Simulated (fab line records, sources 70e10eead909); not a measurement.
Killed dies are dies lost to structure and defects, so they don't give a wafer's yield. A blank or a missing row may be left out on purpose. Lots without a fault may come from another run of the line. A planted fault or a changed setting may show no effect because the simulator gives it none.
Which tool did it? | flow nand_harc | 24 lots, 72 wafers sampled, at 6 steps of a route of 1159

WHAT THE GAUGES READ, wafer by wafer
NHARC_P_M1_CD_MEAS_09: target cd 130 nm. Usual: cd_nm 130.3 nm, standard deviation 0.73.
lot  | measured     | on        | cd_nm (nm)        | flag
L074 | day 6 00:17  | cd_sem-03 | 130.3 129.4 130.0 |
L075 | day 6 14:05  | cd_sem-02 | 129.9 130.8 129.3 |
L077 | day 6 16:05  | cd_sem-01 | 130.0 130.4 130.0 |
L076 | day 6 16:17  | cd_sem-02 | 131.0 131.0 130.8 |
L078 | day 7 01:59  | cd_sem-01 | 130.2 129.4 129.7 |
L079 | day 7 14:33  | cd_sem-03 | 131.3 131.0 131.3 |
L080 | day 7 19:37  | cd_sem-02 | 131.1 129.7 131.3 |
L081 | day 7 19:58  | cd_sem-02 | 130.8 130.4 130.1 |
L082 | day 8 00:26  | cd_sem-01 | 131.1 130.0 131.0 |
L084 | day 8 05:36  | cd_sem-03 | 129.9 130.1 130.6 |
L083 | day 8 09:29  | cd_sem-02 | 131.4 130.8 131.8 |
L086 | day 9 06:44  | cd_sem-03 | 130.2 130.8 130.3 |
L087 | day 9 07:52  | cd_sem-01 | 129.8 130.6 128.6 |
L085 | day 9 07:58  | cd_sem-01 | 130.5 130.7 130.1 |
L088 | day 9 17:31  | cd_sem-01 | 129.0 129.8 128.8 |
L089 | day 9 23:31  | cd_sem-02 | 130.0 130.4 130.3 |
L091 | day 10 05:08 | cd_sem-01 | 129.2 130.2 129.3 |
L090 | day 10 06:43 | cd_sem-02 | 131.2 130.2 132.0 |
L092 | day 10 11:36 | cd_sem-02 | 129.5 130.2 129.2 |
L094 | day 10 17:02 | cd_sem-03 | 130.8 130.9 131.2 |
L093 | day 10 18:47 | cd_sem-03 | 130.3 129.1 130.4 |
L095 | day 11 05:08 | cd_sem-01 | 130.4 130.3 130.4 |
L097 | day 11 19:19 | cd_sem-02 | 131.6 131.1 131.7 |
L096 | day 11 19:56 | cd_sem-01 | 130.6 129.6 130.0 |

NHARC_P_M2_THK_MEAS_24: measures by xrf. Usual: thk_nm 144.2 nm, standard deviation 1.5.
lot  | measured     | on            | thk_nm (nm)       | flag
L074 | day 6 07:11  | film_metro-02 | 142.5 144.3 142.2 |
L075 | day 6 21:16  | film_metro-01 | 144.7 142.7 144.3 |
L077 | day 6 23:02  | film_metro-02 | 143.5 143.4 145.8 |
L076 | day 6 22:58  | film_metro-01 | 145.0 146.6 144.5 |
L078 | day 7 08:43  | film_metro-02 | 144.2 145.0 144.5 |
L079 | day 7 21:25  | film_metro-02 | 144.6 143.3 146.5 |
L080 | day 8 02:21  | film_metro-01 | 144.2 143.0 143.7 |
L081 | day 8 02:48  | film_metro-01 | 145.6 143.6 142.0 |
L082 | day 8 07:11  | film_metro-02 | 141.1 144.4 143.1 |
L084 | day 8 12:24  | film_metro-02 | 143.6 143.9 144.1 |
L083 | day 8 16:13  | film_metro-01 | 145.5 144.0 142.9 |
L086 | day 9 13:37  | film_metro-01 | 143.8 141.1 143.3 |
L087 | day 9 14:52  | film_metro-02 | 142.8 144.0 142.3 |
L085 | day 9 15:11  | film_metro-02 | 143.6 145.1 146.7 |
L088 | day 10 00:30 | film_metro-02 | 146.2 145.0 144.3 |
L089 | day 10 06:29 | film_metro-01 | 147.1 145.7 143.9 |
L091 | day 10 12:06 | film_metro-02 | 142.0 145.4 143.8 |
L090 | day 10 13:43 | film_metro-01 | 143.7 143.5 145.8 |
L092 | day 10 18:31 | film_metro-02 | 143.5 144.9 145.7 |
L094 | day 10 23:58 | film_metro-01 | 145.6 142.8 145.2 |
L093 | day 11 01:34 | film_metro-02 | 145.0 144.5 145.8 |
L095 | day 11 12:42 | film_metro-02 | 145.7 145.6 145.3 |
L097 | day 12 01:58 | film_metro-02 | 143.2 144.7 144.9 |
L096 | day 12 02:45 | film_metro-01 | 144.7 144.7 143.9 |

NHARC_A_START_INSPECT_01. Usual: raw_defect_count 3.6, standard deviation 1.8.
lot  | measured     | on                | raw_defect_count | flag
L074 | day 6 12:17  | defect_inspect-02 | 6 5 2            |
L075 | day 7 02:38  | defect_inspect-01 | 4 4 3            |
L077 | day 7 05:02  | defect_inspect-01 | 6 4 6            |
L076 | day 7 04:35  | defect_inspect-02 | 3 3 2            |
L078 | day 7 14:07  | defect_inspect-01 | 3 8 5            |
L079 | day 8 02:26  | defect_inspect-01 | 1 4 6            |
L080 | day 8 07:33  | defect_inspect-02 | 2 2 2            |
L081 | day 8 07:53  | defect_inspect-02 | 5 3 5            |
L082 | day 8 12:22  | defect_inspect-02 | 7 6 5            |
L084 | day 8 17:38  | defect_inspect-02 | 4 6 2            |
L083 | day 8 21:23  | defect_inspect-01 | 5 4 8            |
L086 | day 9 18:44  | defect_inspect-01 | 3 3 2            |
L087 | day 9 20:50  | defect_inspect-02 | 3 3 2            |
L085 | day 9 21:10  | defect_inspect-01 | 3 5 4            |
L088 | day 10 05:41 | defect_inspect-02 | 2 5 3            |
L089 | day 10 11:53 | defect_inspect-01 | 1 1 3            |
L091 | day 10 17:26 | defect_inspect-02 | 1 4 2            |
L090 | day 10 18:52 | defect_inspect-02 | 5 2 6            |
L092 | day 10 23:51 | defect_inspect-02 | 8 6 5            |
L094 | day 11 05:05 | defect_inspect-02 | 4 1 8            |
L093 | day 11 06:50 | defect_inspect-01 | 4 1 5            |
L095 | day 11 17:49 | defect_inspect-02 | 3 4 3            |
L097 | day 12 07:11 | defect_inspect-01 | 3 4 1            |
L096 | day 12 08:21 | defect_inspect-02 | 3 3 7            |

WHICH TOOL RAN EACH LOT (tool, then ch and the chambers of the sampled wafers, then the start)
lot  | NHARC_P_M1_STRIP_18                | NHARC_P_M1_PRE_CLEAN_32         | NHARC_P_BONDPAD_ANNEAL_28
L074 | rie_diel-02 ch 0,1,3, day 6 00:54  | pecvd-02 ch 0,2, day 6 03:06    | rtp_anneal-02 ch 0, day 6 11:00
L075 | rie_diel-07 ch 0,1,3, day 6 14:38  | pecvd-02 ch 0,1, day 6 16:54    | rtp_anneal-01 ch 0, day 7 01:13
L077 | rie_diel-05 ch 1,2,3, day 6 16:39  | pecvd-02 ch 0,2, day 6 18:57    | rtp_anneal-01 ch 0, day 7 03:45
L076 | rie_diel-02 ch 1,2, day 6 16:51    | pecvd-03 ch 0,2, day 6 19:06    | rtp_anneal-02 ch 0, day 7 03:14
L078 | rie_diel-02 ch 2,3, day 7 02:36    | pecvd-02 ch 0,2, day 7 04:53    | rtp_anneal-01 ch 0, day 7 12:47
L079 | rie_diel-05 ch 0,1, day 7 15:07    | pecvd-03 ch 1,2, day 7 17:26    | rtp_anneal-02 ch 0, day 8 01:05
L080 | rie_diel-02 ch 0,3, day 7 20:11    | pecvd-03 ch 0,1,2, day 7 22:28  | rtp_anneal-02 ch 0, day 8 06:22
L081 | rie_diel-07 ch 1,2,3, day 7 20:31  | pecvd-02 ch 0,1,2, day 7 22:52  | rtp_anneal-02 ch 0, day 8 06:40
L082 | rie_diel-07 ch 0,1,2, day 8 01:02  | pecvd-02 ch 0,1, day 8 03:16    | rtp_anneal-01 ch 0, day 8 11:01
L084 | rie_diel-05 ch 1,2, day 8 06:11    | pecvd-02 ch 0,1,2, day 8 08:28  | rtp_anneal-02 ch 0, day 8 16:21
L083 | rie_diel-02 ch 0,1,3, day 8 10:07  | pecvd-02 ch 1,2, day 8 12:19    | rtp_anneal-02 ch 0, day 8 20:03
L086 | rie_diel-02 ch 0,1, day 9 07:18    | pecvd-03 ch 0,1,2, day 9 09:36  | rtp_anneal-02 ch 0, day 9 17:27
L087 | rie_diel-02 ch 0,1, day 9 08:28    | pecvd-03 ch 0,1,2, day 9 10:46  | rtp_anneal-02 ch 0, day 9 19:38
L085 | rie_diel-05 ch 0,2,3, day 9 08:31  | pecvd-02 ch 0,1,2, day 9 11:03  | rtp_anneal-02 ch 0, day 9 19:50
L088 | rie_diel-07 ch 0,1,2, day 9 18:06  | pecvd-03 ch 0,1, day 9 20:31    | rtp_anneal-02 ch 0, day 10 04:22
L089 | rie_diel-05 ch 0,1,3, day 10 00:06 | pecvd-03 ch 1,2, day 10 02:27   | rtp_anneal-01 ch 0, day 10 10:31
L091 | rie_diel-05 ch 0,1,2, day 10 05:56 | pecvd-02 ch 0,1,2, day 10 08:10 | rtp_anneal-01 ch 0, day 10 16:12
L090 | rie_diel-07 ch 0,3, day 10 07:25   | pecvd-01 ch 0,1,2, day 10 09:46 | rtp_anneal-02 ch 0, day 10 17:36
L092 | rie_diel-02 ch 0,2,3, day 10 12:14 | pecvd-02 ch 1,2, day 10 14:39   | rtp_anneal-02 ch 0, day 10 22:34
L094 | rie_diel-02 ch 0,2,3, day 10 17:39 | pecvd-02 ch 0,1,2, day 10 20:00 | rtp_anneal-01 ch 0, day 11 03:52
L093 | rie_diel-05 ch 1,2,3, day 10 19:22 | pecvd-03 ch 1,2, day 10 21:38   | rtp_anneal-02 ch 0, day 11 05:28
L095 | rie_diel-02 ch 0,2,3, day 11 05:50 | pecvd-03 ch 0,1,2, day 11 08:49 | rtp_anneal-01 ch 0, day 11 16:27
L097 | rie_diel-05 ch 0,1,3, day 11 19:55 | pecvd-01 ch 0,1,2, day 11 22:11 | rtp_anneal-02 ch 0, day 12 05:48
L096 | rie_diel-05 ch 0,1,3, day 11 20:30 | pecvd-01 ch 0,1,2, day 11 22:50 | rtp_anneal-02 ch 0, day 12 06:57
- NHARC_P_M1_STRIP_18: strips in N2/H2.
- NHARC_P_M1_PRE_CLEAN_32: time 12 s.
- NHARC_P_BONDPAD_ANNEAL_28: time 90 s.

WHAT THE TOOLS THEMSELVES READ (means of the sampled wafers that have a number; where no wafer has one, the mark that the record gives instead)
NHARC_P_M1_STRIP_18. Usual: drypump_motor_current_A 5.7 A, standard deviation 0.41; oes_product_au 0.993 a.u., standard deviation 0.012; rf_vpp_V 90.5 V, standard deviation 0.96; showerhead_plenum_p_Torr 1.99 Torr, standard deviation 0.09; throttle_valve_pct 14.171 %, standard deviation 0.0091.
lot  | tool        | drypump_motor_current_A (A) | oes_product_au (a.u.) | rf_vpp_V (V) | showerhead_plenum_p_Torr (Torr) | throttle_valve_pct (%) | flag
L074 | rie_diel-02 | 5.3                         | 0.991                 | 89.9         | 1.91                            | 14.173                 |
L075 | rie_diel-07 | 5.5                         | 0.997                 | 91.7         | 2.09                            | 14.167                 |
L077 | rie_diel-05 | 5.8                         | 0.990                 | 90.0         | 2.00                            | 14.174                 |
L076 | rie_diel-02 | 6.1                         | 0.991                 | 90.6         | 1.94                            | 14.165                 |
L078 | rie_diel-02 | 5.5                         | 0.976                 | 90.3         | 1.92                            | 14.162                 |
L079 | rie_diel-05 | 5.7                         | 0.980                 | 90.7         | 2.14                            | 14.171                 |
L080 | rie_diel-02 | 5.3                         | 0.983                 | 90.0         | 1.90                            | 14.175                 |
L081 | rie_diel-07 | 5.8                         | 1.001                 | 91.4         | 2.06                            | 14.177                 |
L082 | rie_diel-07 | 5.9                         | 1.001                 | 91.3         | 2.03                            | 14.168                 |
L084 | rie_diel-05 | 5.9                         | 1.003                 | 91.5         | 2.04                            | 14.175                 |
L083 | rie_diel-02 | 5.3                         | 0.994                 | 89.9         | 1.91                            | 14.172                 |
L086 | rie_diel-02 | 5.4                         | 1.000                 | 89.4         | 1.91                            | 14.177                 |
L087 | rie_diel-02 | 5.4                         | 0.983                 | 90.2         | 1.91                            | 14.174                 |
L085 | rie_diel-05 | 5.6                         | 1.000                 | 90.8         | 2.03                            | 14.168                 |
L088 | rie_diel-07 | 5.9                         | 1.005                 | 89.7         | 2.03                            | 14.169                 |
L089 | rie_diel-05 | 5.7                         | 0.984                 | 90.4         | 2.06                            | 14.167                 |
L091 | rie_diel-05 | 5.7                         | 0.991                 | 90.4         | 2.08                            | 14.175                 |
L090 | rie_diel-07 | 5.6                         | 0.985                 | 91.2         | 2.13                            | 14.167                 |
L092 | rie_diel-02 | 5.8                         | 0.995                 | 89.2         | 1.92                            | 14.174                 |
L094 | rie_diel-02 | 5.8                         | 0.991                 | 90.0         | 1.92                            | 14.167                 |
L093 | rie_diel-05 | 5.8                         | 0.996                 | 90.4         | 2.00                            | 14.168                 |
L095 | rie_diel-02 | 5.8                         | 0.988                 | 89.3         | 1.92                            | 14.177                 |
L097 | rie_diel-05 | 5.7                         | 0.991                 | 90.7         | 2.06                            | 14.172                 |
L096 | rie_diel-05 | 5.7                         | 0.987                 | 91.0         | 2.06                            | 14.170                 |

NHARC_P_M1_PRE_CLEAN_32. Usual: heater_power_w 659 W, standard deviation 68.
lot  | tool     | heater_power_w (W) | flag
L074 | pecvd-02 | 687                |
L075 | pecvd-02 | 573                |
L077 | pecvd-02 | 678                |
L076 | pecvd-03 | 694                |
L078 | pecvd-02 | 638                |
L079 | pecvd-03 | 640                |
L080 | pecvd-03 | 708                |
L081 | pecvd-02 | 636                |
L082 | pecvd-02 | 540                |
L084 | pecvd-02 | 659                |
L083 | pecvd-02 | 646                |
L086 | pecvd-03 | 698                |
L087 | pecvd-03 | 714                |
L085 | pecvd-02 | 635                |
L088 | pecvd-03 | 750                |
L089 | pecvd-03 | 735                |
L091 | pecvd-02 | 646                |
L090 | pecvd-01 | 662                |
L092 | pecvd-02 | 711                |
L094 | pecvd-02 | 671                |
L093 | pecvd-03 | 659                |
L095 | pecvd-03 | 690                |
L097 | pecvd-01 | 603                |
L096 | pecvd-01 | 629                |

NHARC_P_BONDPAD_ANNEAL_28. Usual: anneal_temp_c_max 225.89, standard deviation 0.2; wafer_temp_C_max 226.0, standard deviation 0.39.
lot  | tool          | anneal_temp_c_max | wafer_temp_C_max | flag
L074 | rtp_anneal-02 | 226.02            | 225.9            |
L075 | rtp_anneal-01 | 225.88            | 226.3            |
L077 | rtp_anneal-01 | 225.73            | 226.6            |
L076 | rtp_anneal-02 | 226.05            | 225.8            |
L078 | rtp_anneal-01 | 225.98            | 226.3            |
L079 | rtp_anneal-02 | 225.98            | 226.1            |
L080 | rtp_anneal-02 | 225.99            | 225.7            |
L081 | rtp_anneal-02 | 226.03            | 225.6            |
L082 | rtp_anneal-01 | 225.80            | 226.3            |
L084 | rtp_anneal-02 | 225.84            | 225.7            |
L083 | rtp_anneal-02 | 225.69            | 225.9            |
L086 | rtp_anneal-02 | 225.64            | 225.6            |
L087 | rtp_anneal-02 | 225.72            | 225.8            |
L085 | rtp_anneal-02 | 225.87            | 225.7            |
L088 | rtp_anneal-02 | 225.78            | 225.8            |
L089 | rtp_anneal-01 | 225.90            | 226.4            |
L091 | rtp_anneal-01 | 225.82            | 226.1            |
L090 | rtp_anneal-02 | 225.90            | 225.9            |
L092 | rtp_anneal-02 | 226.07            | 225.8            |
L094 | rtp_anneal-01 | 226.04            | 226.4            |
L093 | rtp_anneal-02 | 225.93            | 225.7            |
L095 | rtp_anneal-01 | 226.03            | 226.4            |
L097 | rtp_anneal-02 | 225.98            | 225.7            |
L096 | rtp_anneal-02 | 225.71            | 225.7            |

THE ANSWER, worked out from the rows above alone
Rule: a lot is off if the mean of its wafers that have a number lies more than 3 standard deviations from the usual mean. A lot without any number at a reading at which 4 lots or more have one is off too. The other lots that the step has rows for count as sound. The gauges are gone through in route order, then the tools' own readings, and for those a lot's mean is taken as printed above. The first step at which some lot is off is used, and at that step the reading that is off furthest; a lot without a number counts as furthest.
No lot is off at any reading shown: from this, nothing can be told.

WHAT THE SIMULATOR HAD PUT IN
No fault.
